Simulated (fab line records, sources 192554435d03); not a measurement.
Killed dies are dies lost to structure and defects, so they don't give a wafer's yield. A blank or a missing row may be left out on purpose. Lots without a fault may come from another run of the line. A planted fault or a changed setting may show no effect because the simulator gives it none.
A struck lot beside a sound one | flow n5_finfet | 24 steps out of a route of 1938
Sound: wafers L160.1, L160.2, L160.6. Struck: wafers L161.2, L161.5, L161.6. The cause comes at the end.
At each step with rows: each side's tool, then ch and its chambers, then its first start. Under that, the readings that differ: sound wafers | struck wafers | difference of the means | sigmas: that difference in standard deviations of wafers without a fault.
alike: readings whose means differ by less than 2 such deviations, and words and numbers that are the same on both sides. not compared: withheld readings, readings that some wafer has no value for, bounds like >300 that may hide the same value, and numbers for which the record gives no deviation and whose values overlap.
The two part at a step that has a row with sigmas, a row that says differs or no value, or rows on one side only. Numbers that don't overlap but have no deviation are shown without sigmas and don't part them. A reading that every wafer of one side lacks parts them only if that side has two wafers or more.

first, 10 steps without rows for these wafers: N5_DUMMY_GATE_PRECLEAN_00 (cleans in O3/DIW, time 60 s); N5_DUMMY_GATE_SRD_01 (time 30 s); N5_DUMMY_GATE_ALD_02 (deposits SiO2, target thk 2 nm, pulse time 1 s); N5_DUMMY_GATE_CVD_03 (deposits a-Si from SiH4, target thk 150 nm, time 8042 s); N5_DUMMY_GATE_PRECLEAN_46 (cleans in DIW, time 89.5 s); N5_DUMMY_GATE_SRD_47 (dry time 32 s); N5_DUMMY_GATE_CMP_04 (polishes a-Si); N5_DUMMY_GATE_HM_DEP_06 (deposits SiNx from DCS/NH3, target thk 80 nm, time 5141 s); N5_DUMMY_GATE_PECVD_30 (deposits SiO2 from TEOS/O2, target thk 55 nm, time 10.8 s); N5_DUMMY_GATE_COAT_34 (time 60 s, resist thk 60 nm).
N5_DUMMY_GATE_COAT_35: time 60 s, resist thk 10 nm.
  sound on litho_track-01 ch 0, day 8 08:23; struck on litho_track-03 ch 0, day 8 14:38
  reading                                       | sound                | struck               | difference | sigmas
  spin_speed_rpm (rpm)                          | 1498.5 1499.2 1501.3 | 1651.2 1652.3 1652.6 | +152.4     | +99 or more
  model.SiARC_of_DUMMY_GATE_COAT_35.thk_nm (nm) | 10 10 10             | 9.6 9.6 9.6          | -0.4       |
  alike: heater_power_total_W
then, 10 steps without rows for these wafers: N5_DUMMY_GATE_COAT_28 (time 60 s, resist thk 10 nm); N5_DUMMY_GATE_COAT_09 (resist thk 30 nm); N5_DUMMY_GATE_EBR_11; N5_DUMMY_GATE_SOFTBAKE_10 (time 60 s); N5_DUMMY_GATE_EXPOSE_12 (exposes mask GATE, target cd 25 nm); N5_DUMMY_GATE_PEB_13 (peb time 60 s); N5_DUMMY_GATE_DEVELOP_14 (develop time 30 s); N5_DUMMY_GATE_DESCUM_20 (chemistry O2, time 6.2 s); N5_DUMMY_GATE_ETCH_29 (etches underlayer in N2/H2, target depth 13 nm); N5_DUMMY_GATE_ETCH_36 (etches SiARC in CF4, target depth 13 nm).
N5_DUMMY_GATE_ETCH_37: etches SOC in N2/H2, target depth 60 nm, overetch 30 nm.
  sound on rie_diel-01 ch 0,3, day 8 09:46; struck on rie_diel-02 ch 0,3, day 8 15:18
  alike: drypump_motor_current_A, oes_product_au, rf_fwd_power_W, rf_vpp_V, showerhead_plenum_p_Torr, throttle_valve_pct
  not compared: rf_hours_counter_h, model.SiARC_of_DUMMY_GATE_COAT_35.thk_nm
then, 1 step without rows for these wafers: N5_DUMMY_GATE_STRIP_38 (strips in N2/H2).
-- the record jumps here: 7 days lie between the struck wafers' starts before and after (it left off in module DUMMY_GATE and takes up again in module BEOL_M4, whose first step shown is number 1111 of the route) --
N5_BEOL_M4_RC_MEAS_101:
  sound on prober-02 ch 0, day 15 02:02; struck on prober-01 ch 0, day 15 05:15
  reading        | sound          | struck         | difference | sigmas
  DIBL_N (mV/V)  | 31.7 32.4 31.6 | 38.0 38.4 39.5 | +6.7       | +3
  DIBL_P (mV/V)  | 32.4 33.1 31.1 | 36.8 37.7 40.4 | +6.1       | +3
  IOFF_N (nA/um) | 0.11 0.11 0.11 | 0.19 0.18 0.24 | +0.09      | +3
  IOFF_P (nA/um) | 0.14 0.15 0.13 | 0.22 0.24 0.29 | +0.11      | +3
  ION_N (uA/um)  | 658 669 657    | 691 679 702    | +29        | +2
  ION_P (uA/um)  | 455 459 447    | 470 466 484    | +20        | +3
  SS_P (mV/dec)  | 72.2 72.2 71.9 | 73.7 73.9 74.4 | +1.9       | +3
  VT_N (mV)      | 257 255 253    | 244 247 245    | -10        | -3
  VT_P (mV)      | -258 -256 -255 | -248 -250 -247 | +8         | +3
  alike: SS_N

WHERE THEY PART
First at N5_DUMMY_GATE_COAT_35; last, within this record, at N5_BEOL_M4_RC_MEAS_101.

WHY: what the simulator had put in
Process parameter drift: litho_track-03, from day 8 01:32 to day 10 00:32, at N5_DUMMY_GATE_COAT_35. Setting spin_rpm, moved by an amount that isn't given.
